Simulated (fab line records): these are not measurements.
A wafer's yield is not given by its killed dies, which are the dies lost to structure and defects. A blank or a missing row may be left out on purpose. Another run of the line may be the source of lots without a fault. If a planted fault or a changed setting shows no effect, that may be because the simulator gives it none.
Struck lot and sound lot, side by side    flow n5-finfet    15 out of 1938 route steps
Sound: the wafers L907.1, L907.3, L907.4. Wafers struck: L928.1, L928.2, L928.5. At the end, the cause is stated.
Per side, at each step with rows, come the tool, then ch with its chambers, and then its first start. Under that, the readings that differ: sound wafers    struck wafers    difference of the means    sigmas: that difference in standard deviations of wafers without a fault.
alike: same words and numbers on both sides, and readings whose means sit less than 2 such deviations apart. not compared: any withheld reading, any reading some wafer has no value for, any bound like >300 that may hide the same value, and any number with overlapping values for which the record gives no deviation.
Wherever a step has rows on one side only, a row that says differs or no value, or a row with sigmas, the two part there. Non-overlapping numbers with no deviation appear without sigmas and do not part them. A reading that every wafer of one side lacks parts them only if that side has two wafers or more.

N5_MOL_CONTACT_COAG_CD_MEAS_08: target cd 28 nm.
  sound on cd-sem-02 ch 0, day 5 06:56; struck on cd-sem-02 ch 0, day 10 11:18
  alike: cd-nm
N5_MOL_CONTACT_COAG_OVL_MEAS_09:
  sound on overlay-01 ch 0, day 5 06:58; struck on overlay-02 ch 0, day 10 11:20
  alike: CA_OVL
N5_MOL_CONTACT_COAG_INSPECT_10: inspects for defects (brightfield).
  sound: defect-inspect-02 at day 5 07:02; struck: defect-inspect-02 at day 10 11:23
  alike: raw-defect-count
N5_MOL_CONTACT_COAG_DESCUM_13: chemistry O2, time 7 s.
  sound on rie-diel-04 ch 1,3, day 5 07:04; struck on rie-diel-04 ch 0,3, day 10 11:34
  alike: chamber-pressure-mTorr, drypump-motor-current-A, oes-product-au, rf-vpp-V, showerhead-plenum-p-Torr, throttle-valve-pct
  not compared: rf-hours-counter-h
then, 1 step without rows for these wafers: N5_MOL_CONTACT_COAG_ETCH_59 (etches underlayer in N2/H2, target depth 13 nm, time 10.4 s).
N5_MOL_CONTACT_COAG_ETCH_105: etches SiARC in CF4, target depth 15.6 nm, time 26 s.
  sound on rie-diel-04 ch 1,3, day 5 07:07; struck on rie-diel-04 ch 0,3, day 10 11:37
  alike: bias-w, chamber-pressure-mTorr, drypump-motor-current-A, etch-rf-on-time-s, oes-product-au, rf-vpp-V, showerhead-plenum-p-Torr, throttle-valve-pct
  not compared: rf-hours-counter-h
N5_MOL_CONTACT_COAG_ETCH_106: etches SOC in N2/H2, target depth 80 nm, overetch 16 nm, time 120 s.
  sound on rie-diel-04 ch 1,3, day 5 07:09; struck on rie-diel-04 ch 0,3, day 10 11:39
  alike: bias-w, chamber-pressure-mTorr, drypump-motor-current-A, oes-product-au, rf-vpp-V, showerhead-plenum-p-Torr, throttle-valve-pct
  not compared: rf-hours-counter-h
then, 2 steps without rows for these wafers: N5_MOL_CONTACT_COAG_STRIP_107 (strips in N2/H2); N5_MOL_CONTACT_COAG_STRIP_108 (strips in N2/H2).
N5_MOL_CONTACT_COAG_CONTACT_ETCH_14: etches SiO2 in C4F6/O2, target depth 27.5 nm, overetch 8.5 nm, time 20 s.
  sound on rie-diel-04 ch 1,3, day 5 07:15; struck on rie-diel-04 ch 0,3, day 10 11:45
  alike: C4F6_flow_sccm, bias-w, chamber-pressure-mTorr, drypump-motor-current-A, oes-product-au, rf-vpp-V, showerhead-plenum-p-Torr, throttle-valve-pct
  not compared: rf-hours-counter-h
then, 1 step without rows for these wafers: N5_MOL_CONTACT_COAG_STRIP_109 (strips in C4F6/O2).
N5_MOL_CONTACT_COAG_ETCH_15: etches SiNx in CH3F/O2, stops on Si:P, target depth 7 nm.
  sound on rie-diel-04 ch 1,3, day 5 07:17; struck on rie-diel-04 ch 0,3, day 10 11:47
reading     sound              struck             difference  sigmas
bias-w (W)  73.02 72.58 72.72  73.14 73.22 73.21  +0.42       +2
  alike: chamber-pressure-mTorr, drypump-motor-current-A, oes-product-au, rf-vpp-V, showerhead-plenum-p-Torr, throttle-valve-pct
  not compared: rf-hours-counter-h
N5_MOL_CONTACT_COAG_ETCH_110: etches Si in CF4/O2, target depth 2.5 nm, time 8 s.
  sound on rie-diel-04 ch 1,3, day 5 07:20; struck on rie-diel-04 ch 0,3, day 10 11:50
reading                   sound             struck          difference  sigmas
model.etch.depth-nm (nm)  2.48 2.462 2.457  2.07 2.2 2.088  -0.35       
  alike: bias-w, chamber-pressure-mTorr, drypump-motor-current-A, oes-product-au, rf-vpp-V, showerhead-plenum-p-Torr, throttle-valve-pct
  not compared: rf-hours-counter-h
then, 1 step without rows for these wafers: N5_MOL_CONTACT_COAG_STRIP_98 (strips in N2/H2).
-- the record jumps here: 8 days lie between the struck wafers' starts before and after (it left off in module MOL_CONTACT_COAG and takes up again in module PASSIVATION, whose first step shown is number 1936 of the route) --
N5_PASSIVATION_PROBE_49:
  sound: prober-02 at day 12 17:48; struck: prober-01 at day 18 02:38
  alike: killed_at_M0_to_M3, killed_at_M4_up, killed-at-contacts, killed-at-front-end, killed-at-other, killed-dies, killed-open, killed-short

== WHERE THEY PART ==
Within this record, at N5_MOL_CONTACT_COAG_ETCH_15 only. Later steps at which nothing parts them and some readings are alike: N5_MOL_CONTACT_COAG_ETCH_110, N5_PASSIVATION_PROBE_49.

WHY: what the simulator had put in
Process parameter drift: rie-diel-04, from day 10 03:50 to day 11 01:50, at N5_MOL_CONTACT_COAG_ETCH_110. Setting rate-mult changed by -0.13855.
